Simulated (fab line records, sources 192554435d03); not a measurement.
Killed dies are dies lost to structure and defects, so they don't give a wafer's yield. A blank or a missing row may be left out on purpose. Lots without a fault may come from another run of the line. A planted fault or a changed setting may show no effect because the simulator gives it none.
A struck lot beside a sound one | flow n5_finfet | 16 steps out of a route of 1938
Sound: wafers L565.2, L565.4, L565.6. Struck: wafer L558.1. (L558.3 of the same lot was not struck and is left out.) The cause comes at the end.
At each step with rows: each side's tool, then ch and its chambers, then its first start. Under that, the readings that differ: sound wafers | struck wafers | difference of the means | sigmas: that difference in standard deviations of wafers without a fault.
alike: readings whose means differ by less than 2 such deviations, and words and numbers that are the same on both sides. not compared: withheld readings, readings that some wafer has no value for, bounds like >300 that may hide the same value, and numbers for which the record gives no deviation and whose values overlap.
The two part at a step that has a row with sigmas, a row that says differs or no value, or rows on one side only. Numbers that don't overlap but have no deviation are shown without sigmas and don't part them. A reading that every wafer of one side lacks parts them only if that side has two wafers or more.

first, 9 steps without rows for these wafers: N5_BEOL_M1_SOFTBAKE_23 (time 60 s); N5_BEOL_M1_EXPOSE_25 (exposes mask V0, defocus 5 nm, target cd 24 nm); N5_BEOL_M1_PEB_26 (peb time 60 s); N5_BEOL_M1_DEVELOP_27 (develop time 30 s); N5_BEOL_M1_DESCUM_33 (chemistry O2, time 7 s); N5_BEOL_M1_ETCH_77 (etches underlayer in N2/H2, target depth 6.5 nm, time 5.2 s); N5_BEOL_M1_ETCH_69 (etches SiARC in CF4, target depth 15.6 nm, time 26 s); N5_BEOL_M1_ALD_98 (deposits SiO2, target thk 2.5 nm, pulse time 1 s, co reactant pulse time 1 s); N5_BEOL_M1_ETCHBACK_99 (etches SiO2 in CHF3, target depth 5 nm, time 10.4 s).
N5_BEOL_M1_ETCH_70: etches SOC in N2/H2, target depth 80 nm, overetch 16 nm, time 120 s.
  sound on rie_diel-03 ch 1,2,3, day 11 20:01; struck on rie_diel-04 ch 3, day 10 09:20
  reading                                    | sound       | struck | difference | sigmas
  model.SiARC_of_BEOL_M1_COAT_68.thk_nm (nm) | 6.6 6.6 6.4 | 2.8    | -3.7       |
  alike: bias_w, chamber_pressure_mTorr, drypump_motor_current_A, oes_product_au, rf_vpp_V, showerhead_plenum_p_Torr, throttle_valve_pct
  not compared: rf_hours_counter_h
then, 2 steps without rows for these wafers: N5_BEOL_M1_STRIP_71 (strips in N2/H2); N5_BEOL_M1_STRIP_78 (strips in N2/H2).
N5_BEOL_M1_VIA_ETCH_34: etches the open film in C4F6/O2, target depth 67.8 nm, time 64.4 s.
  sound on rie_diel-03 ch 1,2,3, day 11 20:07; struck on rie_diel-04 ch 3, day 10 09:26
  reading                  | sound          | struck | difference | sigmas
  model.BEOL_M1.cd_nm (nm) | 17.8 17.6 17.6 | 19.8   | +2.1       |
  alike: O2_flow_sccm, bias_w, chamber_pressure_mTorr, drypump_motor_current_A, oes_product_au, rf_vpp_V, showerhead_plenum_p_Torr, throttle_valve_pct
  not compared: rf_hours_counter_h
then, 1 step without rows for these wafers: N5_BEOL_M1_STRIP_83 (strips in C4F6/O2).
N5_BEOL_M4_RC_MEAS_101:
  sound on prober-02 ch 0, day 13 15:55; struck on prober-02 ch 0, day 11 17:36
  alike: DIBL_N, DIBL_P, IOFF_N, IOFF_P, ION_N, ION_P, SS_N, SS_P, VT_N, VT_P
-- the record jumps here: 4 days lie between the struck wafers' starts before and after (it left off in module BEOL_M4 and takes up again in module PASSIVATION, whose first step shown is number 1936 of the route) --
N5_PASSIVATION_PROBE_49:
  the record has rows for the struck wafers here (prober-01, day 15 18:01) and none for the sound ones

WHERE THEY PART
Only at N5_PASSIVATION_PROBE_49, within this record.

WHY: what the simulator had put in
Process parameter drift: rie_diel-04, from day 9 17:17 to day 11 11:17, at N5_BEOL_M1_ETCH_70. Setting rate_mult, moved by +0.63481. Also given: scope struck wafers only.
